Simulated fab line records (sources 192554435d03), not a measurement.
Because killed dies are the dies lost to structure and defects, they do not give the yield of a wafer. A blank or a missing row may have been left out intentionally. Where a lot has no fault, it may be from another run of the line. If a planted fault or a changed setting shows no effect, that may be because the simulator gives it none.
Struck lot and sound lot, side by side :: flow n5 finfet :: 40 steps out of a route of 1938
Sound: the wafers L955.1, L955.4, L955.5. Struck: wafer L953.4 (left out: L953.1, L953.6 of the same lot, which were not struck); the cause appears at the end.
Each step with rows lists, per side, the tool, then ch with its chambers, then its first start. Under that, the readings that differ: sound wafers :: struck wafers :: difference of the means :: sigmas: that difference in standard deviations of wafers without a fault.
alike: words and numbers the same on both sides, and readings whose means are apart by under 2 such deviations; not compared: readings that were withheld, readings missing a value for some wafer, numbers with overlapping values and no deviation given by the record, and bounds like >300 which may hide the same value.
The two part at a step that has a row with sigmas, a row that says differs or no value, or rows on one side only. Numbers that have no deviation but don't overlap get no sigmas and don't part them. Lack of a reading on every wafer of one side parts them only where that side has two or more wafers.

first, 9 steps without rows for these wafers: N5_BEOL_M4_ANNEAL_95 (time 240 s); N5_BEOL_M4_SPUTTER_96 (material Cu, target thk 4.5 nm, time 8.29 s); N5_BEOL_M4_ECD_50 (material Cu, target thk 300 nm); N5_BEOL_M4_ANNEAL_51 (time 90 s); N5_BEOL_M4_CMP_52 (polishes, stops on SiOC, t overpolish 6.8 s, target thk 40 nm); N5_BEOL_M4_PRE_CLEAN_60 (time 15 s); N5_BEOL_M4_CO_CAP_55 (material Co, precursor CCTBA/H2, target thk 2 nm, time 102.1 s); N5_BEOL_M4_PRE_CLEAN_56 (time 15 s); N5_BEOL_M4_DEP_57 (deposits SiCN from 3MS/NH3, target thk 8 nm, time 14 s).
N5_BEOL_M4_RC_MEAS_101:
  sound on prober-01 ch 0, day 10 15:05; struck on prober-01 ch 0, day 10 11:58
  alike: DIBL_N, DIBL_P, IOFF_N, IOFF_P, ION_N, ION_P, SS_N, SS_P, VT_N, VT_P
then, 24 steps without rows for these wafers: N5_BEOL_M5_ILD_DEP_00 (deposits SiCOH lowk from DEMS/porogen, target thk 140.64 nm, time 25.9 s); N5_BEOL_M5_CURE_79 (cures SiCOH lowk, time 240 s); N5_BEOL_M5_PECVD_70 (deposits SiO2 from TEOS/O2, target thk 16 nm, time 18 s); N5_BEOL_M5_HM_DEP_02 (deposits TiN, target thk 20 nm); N5_BEOL_M5_COAT_59 (time 60 s, resist thk 60 nm); N5_BEOL_M5_COAT_60 (time 60 s, resist thk 12 nm); N5_BEOL_M5_COAT_71 (time 60 s, resist thk 5 nm); N5_BEOL_M5_COAT_05 (resist thk 30 nm); N5_BEOL_M5_EBR_07; N5_BEOL_M5_SOFTBAKE_06 (time 60 s); N5_BEOL_M5_EXPOSE_08 (exposes mask M5, target cd 28 nm); N5_BEOL_M5_PEB_09 (peb time 60 s); N5_BEOL_M5_DEVELOP_10 (develop time 30 s); N5_BEOL_M5_DESCUM_16 (chemistry O2, time 7 s); N5_BEOL_M5_ETCH_72 (etches underlayer in N2/H2, target depth 6.5 nm, time 5.2 s); N5_BEOL_M5_ETCH_61 (etches SiARC in CF4, target depth 15.6 nm, time 26 s); N5_BEOL_M5_ETCH_62 (etches SOC in N2/H2, target depth 75 nm, overetch 15 nm, time 112.5 s); N5_BEOL_M5_STRIP_63 (strips in N2/H2); N5_BEOL_M5_STRIP_73 (strips in N2/H2); N5_BEOL_M5_STRIP_64 (strips in CF4); N5_BEOL_M5_HM_OPEN_17 (chemistry Cl2/BCl3, target TiN, target depth 20 nm, overetch 6 nm); N5_BEOL_M5_STRIP_19 (strips in O2); N5_BEOL_M5_COAT_65 (time 60 s, resist thk 60 nm); N5_BEOL_M5_COAT_66 (time 60 s, resist thk 12 nm).
-- record jumps: 2 days separate the struck wafers' starts on either side; left off in module BEOL_M5, taken up again in module BEOL_M12, whose first shown step is the route's number 1616 --
N5_BEOL_M12_ETCH_59: etches BARC in N2/H2, target depth 89 nm, overetch 26.7 nm, time 67.9 s.
  sound on rie diel-02 ch 1,2, day 13 08:22; struck on rie diel-06 ch 0, day 12 23:58
reading: oes product au (a.u.)
sound: 0.82 0.60 0.82
struck: 0.50
difference: -0.25
sigmas: -3

reading: model.coat_of_BEOL_M12_COAT_04.thk nm (nm)
sound: 315.2 318.8 315
struck: 347.2
difference: +30.9
sigmas: 

reading: model.etch.depth nm (nm)
sound: 89.65 89.32 89.34
struck: 61.27
difference: -28.17
sigmas: 
  alike: drypump motor current A, rf vpp V, showerhead plenum p Torr, throttle valve pct
  not compared: rf hours counter h
N5_BEOL_M12_VIA_ETCH_16: etches SiOC in C4F8/O2/Ar, target depth 724.8 nm.
  sound on rie diel-02 ch 1,2, day 13 08:25; struck on rie diel-06 ch 0, day 13 00:01
reading: model.coat_of_BEOL_M12_COAT_04.thk nm (nm)
sound: 121.8 121.4 116.8
struck: 147
difference: +27
sigmas: 
  alike: O2_flow_sccm, drypump motor current A, oes product au, rf vpp V, showerhead plenum p Torr, throttle valve pct
N5_BEOL_M12_STRIP_63: strips in N2/H2.
  sound on plasma asher-01 ch 0, day 13 08:37; struck on plasma asher-01 ch 1, day 13 00:13
reading: oes product au (a.u.)
sound: 0.691 0.698 0.685
struck: 0.705
difference: +0.014
sigmas: +3

reading: strip time to endpoint s (s)
sound: 42.1 42.1 40.8
struck: 48.9
difference: +7.2
sigmas: +8
  alike: drypump motor current A, heater power w
  not compared: rf hours counter h
N5_BEOL_M12_CD_MEAS_17: the cd target is 140 nm.
  sound: cd sem-01 at day 13 08:49; struck: cd sem-02 at day 13 00:25
reading: cd nm (nm)
sound: 140.5 141.2 140.3
struck: 135.0
difference: -5.7
sigmas: -3
N5_BEOL_M12_OCD_MEAS_35:
  sound: ocd-02 at day 13 09:45; struck: ocd-02 at day 13 01:21
reading: trench depth nm (nm)
sound: 317 321 316
struck: 289
difference: -29
sigmas: -6
N5_PASSIVATION_PROBE_49:
  sound: prober-01 at day 15 03:10; struck: prober-02 at day 14 17:14
reading: defect limited yield (%)
sound: 90.7
struck: 82.5
difference: -8.2
sigmas: -5

reading: killed_at_M4_up
sound: 10
struck: 116
difference: +106
sigmas: +22

reading: killed dies
sound: 110
struck: 207
difference: +97
sigmas: +5

reading: sort_bin_5_function (%)
sound: 5.5
struck: 14.6
difference: +9.1
sigmas: +9

reading: sort n pass
sound: 1070
struck: 973
difference: -97
sigmas: -6

reading: sort yield pct (%)
sound: 90.7
struck: 82.5
difference: -8.2
sigmas: -5
  alike: killed_at_M0_to_M3, killed at contacts, killed at front end, killed at other, killed open, killed short, sort_bin_6_memory

WHERE THEY PART
First at N5_BEOL_M12_ETCH_59; last, within this record, at N5_PASSIVATION_PROBE_49.

WHY: whatever the simulator had introduced
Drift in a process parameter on rie diel-06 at N5_BEOL_M12_ETCH_59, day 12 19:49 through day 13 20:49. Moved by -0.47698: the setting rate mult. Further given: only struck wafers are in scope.
